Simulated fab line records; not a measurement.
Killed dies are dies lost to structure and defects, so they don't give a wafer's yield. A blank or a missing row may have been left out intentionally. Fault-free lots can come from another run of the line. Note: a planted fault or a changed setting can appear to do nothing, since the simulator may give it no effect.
Which tool is to blame? :: flow n5Finfet :: 9 lots, 27 wafers sampled, at 5 steps of a route of 1938

WHAT THE GAUGES SHOWED, per wafer
N5_BEOL_M4_RC_MEAS_101. Usual: DIBL_N 36.4 mV/V, standard deviation 1.5; DIBL_P 36.6 mV/V, standard deviation 1.9; IOFF_N 0.155 nA/um, standard deviation 0.021; IOFF_P 0.211 nA/um, standard deviation 0.028; ION_N 671 uA/um, standard deviation 8.6; ION_P 462 uA/um, standard deviation 5.8; SS_N 71.5 mV/dec, standard deviation 0.5; SS_P 73.4 mV/dec, standard deviation 0.58; VT_N 250.1 mV, standard deviation 2.4; VT_P -250.1 mV, standard deviation 3.
lot: L124
measured: day 8 10:45
on: prober-01
DIBL_N (mV/V): 36.4 36.8 36.8
DIBL_P (mV/V): 37.3 37.6 38.0
IOFF_N (nA/um): 0.155 0.159 0.158
IOFF_P (nA/um): 0.241 0.256 0.251
ION_N (uA/um): 671 664 675
ION_P (uA/um): 472 466 469
SS_N (mV/dec): 71.1 70.7 71.4
SS_P (mV/dec): 73.9 73.5 74.1
VT_N (mV): 248.2 248.4 250.2
VT_P (mV): -247.0 -247.3 -246.1
flag: 

lot: L136
measured: day 11 04:29
on: prober-02
DIBL_N (mV/V): 36.9 36.0 34.8
DIBL_P (mV/V): 36.7 35.0 33.6
IOFF_N (nA/um): 0.175 0.158 0.136
IOFF_P (nA/um): 0.236 0.202 0.183
ION_N (uA/um): 675 670 655
ION_P (uA/um): 459 460 455
SS_N (mV/dec): 70.7 71.4 71.3
SS_P (mV/dec): 73.8 73.5 72.8
VT_N (mV): 246.6 248.5 252.5
VT_P (mV): -248.5 -249.7 -252.3
flag: 

lot: L137
measured: day 11 13:08
on: prober-02
DIBL_N (mV/V): 36.7 37.1 37.5
DIBL_P (mV/V): 36.3 36.5 38.4
IOFF_N (nA/um): 0.153 0.157 0.169
IOFF_P (nA/um): 0.211 0.212 0.252
ION_N (uA/um): 667 678 690
ION_P (uA/um): 461 467 474
SS_N (mV/dec): 71.8 71.4 71.5
SS_P (mV/dec): 73.5 73.0 74.4
VT_N (mV): 250.2 248.7 245.7
VT_P (mV): -251.3 -250.3 -248.6
flag: 

lot: L138
measured: day 12 09:46
on: prober-01
DIBL_N (mV/V): 37.7 37.2 38.2
DIBL_P (mV/V): 37.4 37.2 38.3
IOFF_N (nA/um): 0.158 0.149 0.169
IOFF_P (nA/um): 0.238 0.240 0.260
ION_N (uA/um): 669 665 671
ION_P (uA/um): 463 462 471
SS_N (mV/dec): 72.0 71.5 71.9
SS_P (mV/dec): 73.7 73.4 73.4
VT_N (mV): 249.9 249.9 249.4
VT_P (mV): -249.9 -250.2 -246.3
flag: 

lot: L139
measured: day 12 04:40
on: prober-01
DIBL_N (mV/V): 37.4 37.3 37.6
DIBL_P (mV/V): 37.4 37.3 37.9
IOFF_N (nA/um): 0.165 0.157 0.167
IOFF_P (nA/um): 0.216 0.215 0.225
ION_N (uA/um): 673 661 669
ION_P (uA/um): 456 459 466
SS_N (mV/dec): 72.4 72.3 71.7
SS_P (mV/dec): 73.7 73.1 73.4
VT_N (mV): 249.8 250.2 250.1
VT_P (mV): -250.1 -250.8 -247.8
flag: 

lot: L142
measured: day 12 20:07
on: prober-01
DIBL_N (mV/V): 36.3 37.1 36.7
DIBL_P (mV/V): 36.7 38.9 37.9
IOFF_N (nA/um): 0.151 0.177 0.158
IOFF_P (nA/um): 0.195 0.230 0.207
ION_N (uA/um): 665 673 665
ION_P (uA/um): 456 466 453
SS_N (mV/dec): 71.5 71.9 72.0
SS_P (mV/dec): 73.4 74.6 74.0
VT_N (mV): 249.9 247.2 250.0
VT_P (mV): -251.6 -249.3 -247.9
flag: 

EACH LOT AND THE TOOL THAT RAN IT (in order: tool; ch and the chambers of the sampled wafers; start)
lot: L124
N5_PMOS_HMC_CHANNEL_EPI_HM_OPEN_15: rieDiel-05 ch 0,1,2, day 2 06:03
N5_PMOS_HMC_CHANNEL_EPI_STRIP_33: rieDiel-05 ch 0,1,2, day 2 06:06
N5_PMOS_HMC_CHANNEL_EPI_FIN_RECESS_16: rieSi-05 ch 1,2,3, day 2 06:26
N5_PMOS_HMC_CHANNEL_EPI_EPI_26: epiRpcvd-02 ch 0, day 2 08:20

lot: L131
N5_PMOS_HMC_CHANNEL_EPI_HM_OPEN_15: rieDiel-03 ch 0,3, day 3 23:31
N5_PMOS_HMC_CHANNEL_EPI_STRIP_33: rieDiel-03 ch 0,3, day 3 23:34
N5_PMOS_HMC_CHANNEL_EPI_FIN_RECESS_16: rieSi-01 ch 1,2,3, day 3 23:53
N5_PMOS_HMC_CHANNEL_EPI_EPI_26: epiRpcvd-02 ch 0, day 4 02:13

lot: L132
N5_PMOS_HMC_CHANNEL_EPI_HM_OPEN_15: rieDiel-05 ch 0,1,3, day 4 05:50
N5_PMOS_HMC_CHANNEL_EPI_STRIP_33: rieDiel-05 ch 0,1,3, day 4 05:54
N5_PMOS_HMC_CHANNEL_EPI_FIN_RECESS_16: rieSi-05 ch 0,1,2, day 4 06:13
N5_PMOS_HMC_CHANNEL_EPI_EPI_26: epiRpcvd-02 ch 0, day 4 08:32

lot: L133
N5_PMOS_HMC_CHANNEL_EPI_HM_OPEN_15: rieDiel-03 ch 1,2,3, day 4 12:30
N5_PMOS_HMC_CHANNEL_EPI_STRIP_33: rieDiel-03 ch 1,2,3, day 4 12:33
N5_PMOS_HMC_CHANNEL_EPI_FIN_RECESS_16: rieSi-03 ch 0,2, day 4 12:53
N5_PMOS_HMC_CHANNEL_EPI_EPI_26: epiRpcvd-04 ch 0, day 4 15:07

lot: L136
N5_PMOS_HMC_CHANNEL_EPI_HM_OPEN_15: rieDiel-05 ch 1,2,3, day 5 05:56
N5_PMOS_HMC_CHANNEL_EPI_STRIP_33: rieDiel-05 ch 1,2,3, day 5 06:00
N5_PMOS_HMC_CHANNEL_EPI_FIN_RECESS_16: rieSi-03 ch 2,3, day 5 06:19
N5_PMOS_HMC_CHANNEL_EPI_EPI_26: epiRpcvd-02 ch 0, day 5 08:38

lot: L137
N5_PMOS_HMC_CHANNEL_EPI_HM_OPEN_15: rieDiel-05 ch 0,1,3, day 5 12:23
N5_PMOS_HMC_CHANNEL_EPI_STRIP_33: rieDiel-05 ch 0,1,3, day 5 12:26
N5_PMOS_HMC_CHANNEL_EPI_FIN_RECESS_16: rieSi-05 ch 0,1,3, day 5 12:46
N5_PMOS_HMC_CHANNEL_EPI_EPI_26: epiRpcvd-04 ch 0, day 5 14:41

lot: L138
N5_PMOS_HMC_CHANNEL_EPI_HM_OPEN_15: rieDiel-05 ch 0,1,3, day 5 18:11
N5_PMOS_HMC_CHANNEL_EPI_STRIP_33: rieDiel-05 ch 0,1,3, day 5 18:14
N5_PMOS_HMC_CHANNEL_EPI_FIN_RECESS_16: rieSi-01 ch 2,3, day 5 18:34
N5_PMOS_HMC_CHANNEL_EPI_EPI_26: epiRpcvd-01 ch 0, day 5 21:29

lot: L139
N5_PMOS_HMC_CHANNEL_EPI_HM_OPEN_15: rieDiel-03 ch 0,2,3, day 6 00:10
N5_PMOS_HMC_CHANNEL_EPI_STRIP_33: rieDiel-03 ch 0,2,3, day 6 00:13
N5_PMOS_HMC_CHANNEL_EPI_FIN_RECESS_16: rieSi-01 ch 0,2, day 6 00:33
N5_PMOS_HMC_CHANNEL_EPI_EPI_26: epiRpcvd-02 ch 0, day 6 02:52

lot: L142
N5_PMOS_HMC_CHANNEL_EPI_HM_OPEN_15: rieDiel-05 ch 0,1, day 6 18:16
N5_PMOS_HMC_CHANNEL_EPI_STRIP_33: rieDiel-05 ch 0,1, day 6 18:19
N5_PMOS_HMC_CHANNEL_EPI_FIN_RECESS_16: rieSi-03 ch 0,2, day 6 18:38
N5_PMOS_HMC_CHANNEL_EPI_EPI_26: epiRpcvd-02 ch 0, day 6 21:07
- N5_PMOS_HMC_CHANNEL_EPI_HM_OPEN_15: chemistry CHF3/O2, target SiO2, target depth 40.6 nm, time 20.3 s.
- N5_PMOS_HMC_CHANNEL_EPI_STRIP_33: strips in N2/H2.
- N5_PMOS_HMC_CHANNEL_EPI_FIN_RECESS_16: chemistry HBr/Cl2, target Si, target depth 54 nm, time 18 s.
- N5_PMOS_HMC_CHANNEL_EPI_EPI_26: deposits Si from SiH4/H2, target thk 3.8 nm, time 22.7 s.

WHAT THE TOOLS THEMSELVES READ (means of the sampled wafers that have a number; where no wafer has one, the mark that the record gives instead)
N5_PMOS_HMC_CHANNEL_EPI_HM_OPEN_15. Usual: CHF3_flow_sccm 50.00 sccm, standard deviation 0.15; O2_flow_sccm 4.999 sccm, standard deviation 0.015; drypumpMotorCurrentA 5.6 A, standard deviation 0.44; oesProductAu 0.78 a.u., standard deviation 0.081; rfVppV 523 V, standard deviation 8.4; showerheadPlenumPTorr 2.43 Torr, standard deviation 0.077; throttleValvePct 18.86 %, standard deviation 0.24.
lot: L124
tool: rieDiel-05
CHF3_flow_sccm (sccm): 50.00
O2_flow_sccm (sccm): 5.011
drypumpMotorCurrentA (A): 5.9
oesProductAu (a.u.): 0.73
rfVppV (V): 526
showerheadPlenumPTorr (Torr): 2.40
throttleValvePct (%): 19.01
flag: 

lot: L131
tool: rieDiel-03
CHF3_flow_sccm (sccm): -
O2_flow_sccm (sccm): -
drypumpMotorCurrentA (A): -
oesProductAu (a.u.): -
rfVppV (V): -
showerheadPlenumPTorr (Torr): -
throttleValvePct (%): -
flag: OFF

lot: L132
tool: rieDiel-05
CHF3_flow_sccm (sccm): -
O2_flow_sccm (sccm): -
drypumpMotorCurrentA (A): -
oesProductAu (a.u.): -
rfVppV (V): -
showerheadPlenumPTorr (Torr): -
throttleValvePct (%): -
flag: OFF

lot: L133
tool: rieDiel-03
CHF3_flow_sccm (sccm): -
O2_flow_sccm (sccm): -
drypumpMotorCurrentA (A): -
oesProductAu (a.u.): -
rfVppV (V): -
showerheadPlenumPTorr (Torr): -
throttleValvePct (%): -
flag: OFF

lot: L136
tool: rieDiel-05
CHF3_flow_sccm (sccm): 49.81
O2_flow_sccm (sccm): 4.998
drypumpMotorCurrentA (A): 5.6
oesProductAu (a.u.): 0.74
rfVppV (V): 521
showerheadPlenumPTorr (Torr): 2.37
throttleValvePct (%): 18.97
flag: 

lot: L137
tool: rieDiel-05
CHF3_flow_sccm (sccm): 49.86
O2_flow_sccm (sccm): 5.004
drypumpMotorCurrentA (A): 5.6
oesProductAu (a.u.): 0.73
rfVppV (V): 518
showerheadPlenumPTorr (Torr): 2.40
throttleValvePct (%): 18.99
flag: 

lot: L138
tool: rieDiel-05
CHF3_flow_sccm (sccm): 49.94
O2_flow_sccm (sccm): 4.991
drypumpMotorCurrentA (A): 5.6
oesProductAu (a.u.): 0.73
rfVppV (V): 519
showerheadPlenumPTorr (Torr): 2.40
throttleValvePct (%): 19.01
flag: 

lot: L139
tool: rieDiel-03
CHF3_flow_sccm (sccm): 49.84
O2_flow_sccm (sccm): 4.997
drypumpMotorCurrentA (A): 5.2
oesProductAu (a.u.): 0.74
rfVppV (V): 518
showerheadPlenumPTorr (Torr): 2.44
throttleValvePct (%): 18.94
flag: 

lot: L142
tool: rieDiel-05
CHF3_flow_sccm (sccm): 50.08
O2_flow_sccm (sccm): 4.985
drypumpMotorCurrentA (A): 5.5
oesProductAu (a.u.): 0.72
rfVppV (V): 521
showerheadPlenumPTorr (Torr): 2.46
throttleValvePct (%): 18.92
flag: 

N5_PMOS_HMC_CHANNEL_EPI_STRIP_33. Usual: drypumpMotorCurrentA 5.6 A, standard deviation 0.44; n2FlowSccm 300.0 sccm, standard deviation 0.87; oesProductAu 0.78 a.u., standard deviation 0.083; rfVppV 54.3 V, standard deviation 1.8; showerheadPlenumPTorr 3.38 Torr, standard deviation 0.11; throttleValvePct 18.8 %, standard deviation 0.37.
lot: L124
tool: rieDiel-05
drypumpMotorCurrentA (A): 5.9
n2FlowSccm (sccm): 299.9
oesProductAu (a.u.): 0.73
rfVppV (V): 53.2
showerheadPlenumPTorr (Torr): 3.35
throttleValvePct (%): 19.0
flag: 

lot: L131
tool: rieDiel-03
drypumpMotorCurrentA (A): 5.4
n2FlowSccm (sccm): 299.6
oesProductAu (a.u.): 0.77
rfVppV (V): 54.3
showerheadPlenumPTorr (Torr): 3.37
throttleValvePct (%): 18.8
flag: 

lot: L132
tool: rieDiel-05
drypumpMotorCurrentA (A): 5.7
n2FlowSccm (sccm): 299.8
oesProductAu (a.u.): 0.75
rfVppV (V): 53.7
showerheadPlenumPTorr (Torr): 3.35
throttleValvePct (%): 19.0
flag: 

lot: L133
tool: rieDiel-03
drypumpMotorCurrentA (A): 5.2
n2FlowSccm (sccm): 299.7
oesProductAu (a.u.): 0.75
rfVppV (V): 53.9
showerheadPlenumPTorr (Torr): 3.40
throttleValvePct (%): 18.8
flag: 

lot: L136
tool: rieDiel-05
drypumpMotorCurrentA (A): 5.7
n2FlowSccm (sccm): 300.6
oesProductAu (a.u.): 0.74
rfVppV (V): 53.4
showerheadPlenumPTorr (Torr): 3.31
throttleValvePct (%): 19.0
flag: 

lot: L137
tool: rieDiel-05
drypumpMotorCurrentA (A): 5.6
n2FlowSccm (sccm): 300.1
oesProductAu (a.u.): 0.74
rfVppV (V): 55.4
showerheadPlenumPTorr (Torr): 3.34
throttleValvePct (%): 19.0
flag: 

lot: L138
tool: rieDiel-05
drypumpMotorCurrentA (A): 5.7
n2FlowSccm (sccm): 300.2
oesProductAu (a.u.): 0.74
rfVppV (V): 55.6
showerheadPlenumPTorr (Torr): 3.34
throttleValvePct (%): 19.0
flag: 

lot: L139
tool: rieDiel-03
drypumpMotorCurrentA (A): 5.3
n2FlowSccm (sccm): 299.9
oesProductAu (a.u.): 0.75
rfVppV (V): 54.5
showerheadPlenumPTorr (Torr): 3.40
throttleValvePct (%): 18.9
flag: 

lot: L142
tool: rieDiel-05
drypumpMotorCurrentA (A): 5.5
n2FlowSccm (sccm): 301.3
oesProductAu (a.u.): 0.72
rfVppV (V): 52.8
showerheadPlenumPTorr (Torr): 3.42
throttleValvePct (%): 19.0
flag: 

N5_PMOS_HMC_CHANNEL_EPI_FIN_RECESS_16. Usual: drypumpMotorCurrentA 5.8 A, standard deviation 0.41; oesProductAu 1.000 a.u., standard deviation 0.013; throttleValvePct 35.4 %, standard deviation 0.33.
lot: L124
tool: rieSi-05
drypumpMotorCurrentA (A): 6.0
oesProductAu (a.u.): 0.997
throttleValvePct (%): 35.3
flag: 

lot: L131
tool: rieSi-01
drypumpMotorCurrentA (A): 5.9
oesProductAu (a.u.): 0.996
throttleValvePct (%): 35.5
flag: 

lot: L132
tool: rieSi-05
drypumpMotorCurrentA (A): 5.7
oesProductAu (a.u.): 0.996
throttleValvePct (%): 35.3
flag: 

lot: L133
tool: rieSi-03
drypumpMotorCurrentA (A): 5.5
oesProductAu (a.u.): 1.008
throttleValvePct (%): 35.7
flag: 

lot: L136
tool: rieSi-03
drypumpMotorCurrentA (A): 5.4
oesProductAu (a.u.): 0.998
throttleValvePct (%): 35.4
flag: 

lot: L137
tool: rieSi-05
drypumpMotorCurrentA (A): 6.1
oesProductAu (a.u.): 0.993
throttleValvePct (%): 35.4
flag: 

lot: L138
tool: rieSi-01
drypumpMotorCurrentA (A): 6.1
oesProductAu (a.u.): 1.013
throttleValvePct (%): 35.4
flag: 

lot: L139
tool: rieSi-01
drypumpMotorCurrentA (A): 5.6
oesProductAu (a.u.): 1.010
throttleValvePct (%): 35.3
flag: 

lot: L142
tool: rieSi-03
drypumpMotorCurrentA (A): 5.4
oesProductAu (a.u.): 1.010
throttleValvePct (%): 35.3
flag: 

N5_PMOS_HMC_CHANNEL_EPI_EPI_26. Usual: susceptorTempC 649.98 C, standard deviation 0.27; throttleValvePct 10.98 %, standard deviation 0.17.
lot: L124
tool: epiRpcvd-02
susceptorTempC (C): 650.02
throttleValvePct (%): 10.95
flag: 

lot: L131
tool: epiRpcvd-02
susceptorTempC (C): 650.04
throttleValvePct (%): 11.09
flag: 

lot: L132
tool: epiRpcvd-02
susceptorTempC (C): 649.86
throttleValvePct (%): 11.30
flag: 

lot: L133
tool: epiRpcvd-04
susceptorTempC (C): 649.90
throttleValvePct (%): 10.76
flag: 

lot: L136
tool: epiRpcvd-02
susceptorTempC (C): 650.38
throttleValvePct (%): 10.96
flag: 

lot: L137
tool: epiRpcvd-04
susceptorTempC (C): 649.89
throttleValvePct (%): 10.91
flag: 

lot: L138
tool: epiRpcvd-01
susceptorTempC (C): 649.92
throttleValvePct (%): 11.10
flag: 

lot: L139
tool: epiRpcvd-02
susceptorTempC (C): 650.03
throttleValvePct (%): 10.97
flag: 

lot: L142
tool: epiRpcvd-02
susceptorTempC (C): 649.84
throttleValvePct (%): 10.86
flag: 

THE ANSWER, worked out from the rows above alone
Rule: lot off if the mean of its wafers having a number is beyond 3 standard deviations from the usual mean. Also off: a lot with no number at a reading for which 4 or more lots have one. Any other lot the step has rows for is counted as sound. Order of review: gauges by route order, followed by the tools' own readings, for which a lot's mean as printed above is used. At the first step where some lot is off, the reading lying furthest off is the one used; lots without a number count as furthest.
Off: L131, L132, L133, at N5_PMOS_HMC_CHANNEL_EPI_HM_OPEN_15 (CHF3_flow_sccm). Without a number there: L131, L132, L133.
A tool fits if, at that step or a process step before it, it ran every lot that is off, and no sound lot after the first of them. Of those tried, none fits.

WHAT THE SIMULATOR HAD INSERTED
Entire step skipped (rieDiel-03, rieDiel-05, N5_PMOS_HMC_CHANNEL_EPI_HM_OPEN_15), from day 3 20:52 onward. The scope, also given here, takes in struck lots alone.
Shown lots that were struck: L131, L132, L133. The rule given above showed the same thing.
